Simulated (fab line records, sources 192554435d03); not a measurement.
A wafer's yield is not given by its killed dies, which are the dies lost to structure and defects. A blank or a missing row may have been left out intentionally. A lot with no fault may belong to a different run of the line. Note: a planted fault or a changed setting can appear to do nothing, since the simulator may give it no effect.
Split-lot study / flow n5Finfet / 21 wafers read from 7 lots, route of 1938 steps

ON THE SPLIT
At N5_BEOL_M15_SPUTTER_43 (material TaN, target thk 15 nm, time 24.19 s), the setting timeS was moved away from the recipe's 24.19 s on 10 of the 21 wafers read, by -13.8% to +13.4%. For the rest of the wafers, this setting stayed at what the recipe calls for.

Reading taken at the split's own step.

THE READING
TaN_of_BEOL_M15_SPUTTER_43.thkNm (the simulator's own value, which no gauge read), in nm, at N5_BEOL_M15_SPUTTER_43 (material TaN, target thk 15 nm, time 24.19 s). No usual value for it is given in the file. Across the 11 wafers here that went through the recipe, the average is 15.1 nm and the standard deviation 0.2 nm.

wafer=L074.3; tool, chamber at the split=pvdSputter-03, -; timeS as run, s=22.92; against the recipe=-5.3%; TaN_of_BEOL_M15_SPUTTER_43.thkNm, nm=14.4; against lot-mates on the recipe=-0.6
wafer=L074.5; tool, chamber at the split=pvdSputter-03, -; timeS as run, s=22.92; against the recipe=-5.3%; TaN_of_BEOL_M15_SPUTTER_43.thkNm, nm=14.2; against lot-mates on the recipe=-0.8
wafer=L074.6; tool, chamber at the split=pvdSputter-03, -; timeS as run, s=24.19; against the recipe=recipe; TaN_of_BEOL_M15_SPUTTER_43.thkNm, nm=15; against lot-mates on the recipe=-
wafer=L081.1; tool, chamber at the split=pvdSputter-03, -; timeS as run, s=24.19; against the recipe=recipe; TaN_of_BEOL_M15_SPUTTER_43.thkNm, nm=15.2; against lot-mates on the recipe=-
wafer=L081.2; tool, chamber at the split=pvdSputter-03, -; timeS as run, s=24.19; against the recipe=recipe; TaN_of_BEOL_M15_SPUTTER_43.thkNm, nm=15; against lot-mates on the recipe=-
wafer=L081.6; tool, chamber at the split=pvdSputter-03, -; timeS as run, s=26.31; against the recipe=+8.8%; TaN_of_BEOL_M15_SPUTTER_43.thkNm, nm=16.6; against lot-mates on the recipe=+1.5
wafer=L082.2; tool, chamber at the split=pvdSputter-03, -; timeS as run, s=27.05; against the recipe=+11.8%; TaN_of_BEOL_M15_SPUTTER_43.thkNm, nm=16.6; against lot-mates on the recipe=+1.6
wafer=L082.3; tool, chamber at the split=pvdSputter-03, -; timeS as run, s=27.05; against the recipe=+11.8%; TaN_of_BEOL_M15_SPUTTER_43.thkNm, nm=16.6; against lot-mates on the recipe=+1.6
wafer=L082.4; tool, chamber at the split=pvdSputter-03, -; timeS as run, s=24.19; against the recipe=recipe; TaN_of_BEOL_M15_SPUTTER_43.thkNm, nm=15; against lot-mates on the recipe=-
wafer=L089.2; tool, chamber at the split=pvdSputter-03, -; timeS as run, s=24.19; against the recipe=recipe; TaN_of_BEOL_M15_SPUTTER_43.thkNm, nm=15; against lot-mates on the recipe=-
wafer=L089.4; tool, chamber at the split=pvdSputter-03, -; timeS as run, s=24.19; against the recipe=recipe; TaN_of_BEOL_M15_SPUTTER_43.thkNm, nm=15; against lot-mates on the recipe=-
wafer=L089.6; tool, chamber at the split=pvdSputter-03, -; timeS as run, s=24.19; against the recipe=recipe; TaN_of_BEOL_M15_SPUTTER_43.thkNm, nm=15.2; against lot-mates on the recipe=-
wafer=L093.2; tool, chamber at the split=pvdSputter-01, -; timeS as run, s=20.85; against the recipe=-13.8%; TaN_of_BEOL_M15_SPUTTER_43.thkNm, nm=13; against lot-mates on the recipe=-2.0
wafer=L093.6; tool, chamber at the split=pvdSputter-01, -; timeS as run, s=20.85; against the recipe=-13.8%; TaN_of_BEOL_M15_SPUTTER_43.thkNm, nm=13; against lot-mates on the recipe=-2.0
wafer=L093.4; tool, chamber at the split=pvdSputter-01, -; timeS as run, s=24.19; against the recipe=recipe; TaN_of_BEOL_M15_SPUTTER_43.thkNm, nm=15; against lot-mates on the recipe=-
wafer=L092.1; tool, chamber at the split=pvdSputter-02, -; timeS as run, s=21.96; against the recipe=-9.2%; TaN_of_BEOL_M15_SPUTTER_43.thkNm, nm=14; against lot-mates on the recipe=-1.4
wafer=L092.3; tool, chamber at the split=pvdSputter-02, -; timeS as run, s=24.19; against the recipe=recipe; TaN_of_BEOL_M15_SPUTTER_43.thkNm, nm=15.2; against lot-mates on the recipe=-
wafer=L092.5; tool, chamber at the split=pvdSputter-02, -; timeS as run, s=24.19; against the recipe=recipe; TaN_of_BEOL_M15_SPUTTER_43.thkNm, nm=15.6; against lot-mates on the recipe=-
wafer=L096.1; tool, chamber at the split=pvdSputter-01, -; timeS as run, s=27.43; against the recipe=+13.4%; TaN_of_BEOL_M15_SPUTTER_43.thkNm, nm=16.4; against lot-mates on the recipe=+1.6
wafer=L096.5; tool, chamber at the split=pvdSputter-01, -; timeS as run, s=27.43; against the recipe=+13.4%; TaN_of_BEOL_M15_SPUTTER_43.thkNm, nm=16.6; against lot-mates on the recipe=+1.8
wafer=L096.6; tool, chamber at the split=pvdSputter-01, -; timeS as run, s=24.19; against the recipe=recipe; TaN_of_BEOL_M15_SPUTTER_43.thkNm, nm=14.8; against lot-mates on the recipe=-

FIT RESULTS
A straight line over all 21 wafers: TaN_of_BEOL_M15_SPUTTER_43.thkNm changes by +0.132 nm for each +1% of timeS; r = +0.98; the points scatter about the line by 0.23 nm.
The same after taking each lot's own level away (the mean of its wafers on the recipe; 21 wafers): +0.139 nm for each +1%; r = +0.99; scatter 0.13 nm.
According to that fit, moving timeS by its largest amount changes the reading by 1.9 nm.
From 14.80 to 15.40 nm: that is the span of the lots' own levels, equal to 3.0 times the standard deviation above.
The two slopes agree, so the slope changes little with the lot-to-lot level.
Check: for one of the wafers moved furthest among these (-13.8%), held out of the fit, the line's prediction against its lot-mates is -1.92 nm. Against them it came out at -2 nm.

OTHER SPLITS APPLIED TO THESE WAFERS
Before the reading, these wafers also passed through other splits. Each is held against what the fit with the lots' levels taken away leaves over:
other split on the same wafers=N5_BEOL_M13_EXPOSE_07 doseMj; wafers away from the commonest value=8; r with TaN_of_BEOL_M15_SPUTTER_43.thkNm (lot level and that fit taken away)=+0.19
other split on the same wafers=N5_BEOL_M14_COAT_66 spinRpm; wafers away from the commonest value=5; r with TaN_of_BEOL_M15_SPUTTER_43.thkNm (lot level and that fit taken away)=+0.43
other split on the same wafers=N5_BEOL_M14_EXPOSE_25 doseMj; wafers away from the commonest value=5; r with TaN_of_BEOL_M15_SPUTTER_43.thkNm (lot level and that fit taken away)=+0.04

FILE'S OWN FIT
TaN_of_BEOL_M15_SPUTTER_43.thkNm changes by +0.142 nm for each +1% of timeS, r = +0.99.
